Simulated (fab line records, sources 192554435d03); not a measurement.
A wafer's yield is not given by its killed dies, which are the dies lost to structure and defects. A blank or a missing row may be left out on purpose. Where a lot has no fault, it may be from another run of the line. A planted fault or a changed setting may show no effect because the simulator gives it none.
Split-lot trial -- flow n5_finfet -- on a route of 1938 steps: 7 lots, 39 wafers read

## THE SPLIT ITSELF
At N5_BEOL_M15_ILD_DEP_00 (deposits SiO2 from TEOS/O2, target thk 1629.3 nm, time 346.1 s), the setting target_thk_a was moved away from the recipe's 16293 angstrom on 12 of the 39 wafers read, by -37.5% to +56.1%. All remaining wafers had this setting at the recipe value.

No step appears in the file between the split and the reading.

## THE READING
M15_ILD_THK (nm), taken at N5_BEOL_M15_THK_MEAS_01. A value of 1625 nm with a standard deviation of 22 nm is what fault-free wafers of this fab line usually give.

wafer,"tool, chamber at the split","target_thk_a as run, angstrom",against the recipe,"M15_ILD_THK, nm",against lot-mates on the recipe
L077.1,"pecvd-02, 2",16293,recipe,1598,-
L077.2,"pecvd-02, 0",10180,-37.5%,994,-632
L077.3,"pecvd-02, 0",10180,-37.5%,1034,-592
L077.4,"pecvd-02, 2",16293,recipe,1638,-
L077.5,"pecvd-02, 0",10180,-37.5%,1024,-602
L077.6,"pecvd-02, 2",16293,recipe,1642,-
L082.1,"pecvd-02, 1",16293,recipe,1601,-
L082.2,"pecvd-02, 2",16293,recipe,1603,-
L082.4,"pecvd-02, 2",16293,recipe,1642,-
L083.1,"pecvd-01, 0",18820,+15.5%,1884,+234
L083.2,"pecvd-01, 1",18820,+15.5%,1862,+212
L083.3,"pecvd-01, 2",16293,recipe,1651,-
L083.4,"pecvd-01, 2",18820,+15.5%,1922,+272
L083.5,"pecvd-01, 1",16293,recipe,1631,-
L083.6,"pecvd-01, 0",16293,recipe,1669,-
L086.1,"pecvd-01, 2",16293,recipe,1605,-
L086.2,"pecvd-01, 0",16293,recipe,1605,-
L086.3,"pecvd-01, 1",25430,+56.1%,2467,+862
L086.4,"pecvd-01, 2",25430,+56.1%,2547,+942
L086.5,"pecvd-01, 0",25430,+56.1%,2548,+943
L086.6,"pecvd-01, 1",16293,recipe,1606,-
L091.1,"pecvd-04, 0",16293,recipe,1586,-
L091.2,"pecvd-04, 2",16293,recipe,1589,-
L091.3,"pecvd-04, 2,0",16293,recipe,1628,-
L091.4,"pecvd-04, 2,0",16293,recipe,1627,-
L091.5,"pecvd-04, 0",16293,recipe,1636,-
L091.6,"pecvd-04, 2",16293,recipe,1637,-
L093.1,"pecvd-01, 1",16293,recipe,1580,-
L093.2,"pecvd-01, 0,2",16293,recipe,1613,-
L093.3,"pecvd-01, 2",16293,recipe,1595,-
L093.4,"pecvd-01, 0,2",16293,recipe,1614,-
L093.5,"pecvd-01, 1",16293,recipe,1593,-
L093.6,"pecvd-01, 0",16293,recipe,1629,-
L095.1,"pecvd-04, 2",16293,recipe,1612,-
L095.2,"pecvd-04, 0",13780,-15.4%,1367,-256
L095.3,"pecvd-04, 1",16293,recipe,1603,-
L095.4,"pecvd-04, 0",16293,recipe,1653,-
L095.5,"pecvd-04, 2",13780,-15.4%,1382,-241
L095.6,"pecvd-04, 1",13780,-15.4%,1387,-236
If several chambers appear in one row, that row covers several wafers at once and the file leaves open which wafer was in which chamber.

FIT RESULTS
A straight line over all 39 wafers: M15_ILD_THK changes by +16.1 nm for each +1% of target_thk_a; r = +1.00; the points scatter about the line by 25 nm.
The same after taking each lot's own level away (the mean of its wafers on the recipe; 39 wafers): +16.2 nm for each +1%; r = +1.00; scatter 21 nm.
On that fit, the largest move of target_thk_a shifts the reading by 9.1e+02 nm.
From 1604.0 to 1650.3 nm: that is the span of the lots' own levels, equal to 2.1 times the standard deviation above.
The two slopes agree, so the slope changes little with the lot-to-lot level.
Check: with one of the wafers moved furthest among these (+56.1%) left out of the fit, the line predicts +924 nm for it against its lot-mates. Against them it came out at +862 nm.

## THE WHOLE CHAIN: every reading that the file lists as answering this split, in the file's order
step,what it does,reading,change (the file's fit),r (the file's)
N5_BEOL_M15_ILD_DEP_00,"deposits SiO2 from TEOS/O2, target thk 1629.3 nm, time 346.1 s","SiO2_of_BEOL_M15_ILD_DEP_00.thk_nm (the simulator's own value, which no gauge read)",+16.2 nm for each +1% of the setting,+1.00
N5_BEOL_M15_THK_MEAS_01,,M15_ILD_THK,+16.2 for each +1% of the setting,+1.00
N5_BEOL_M15_VIA_ETCH_16,"etches SiO2 in C4F8/O2/Ar, target depth 1792.2 nm","etch.depth_nm (the simulator's own value, which no gauge read)",+16.2 nm for each +1% of the setting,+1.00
N5_BEOL_M15_VIA_ETCH_16,"etches SiO2 in C4F8/O2/Ar, target depth 1792.2 nm","coat_of_BEOL_M15_COAT_04.thk_nm (the simulator's own value, which no gauge read)",-3.83 nm for each +1% of the setting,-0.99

## FILE'S OWN FIT
M15_ILD_THK changes by +16.2 nm for each +1% of target_thk_a, r = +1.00.
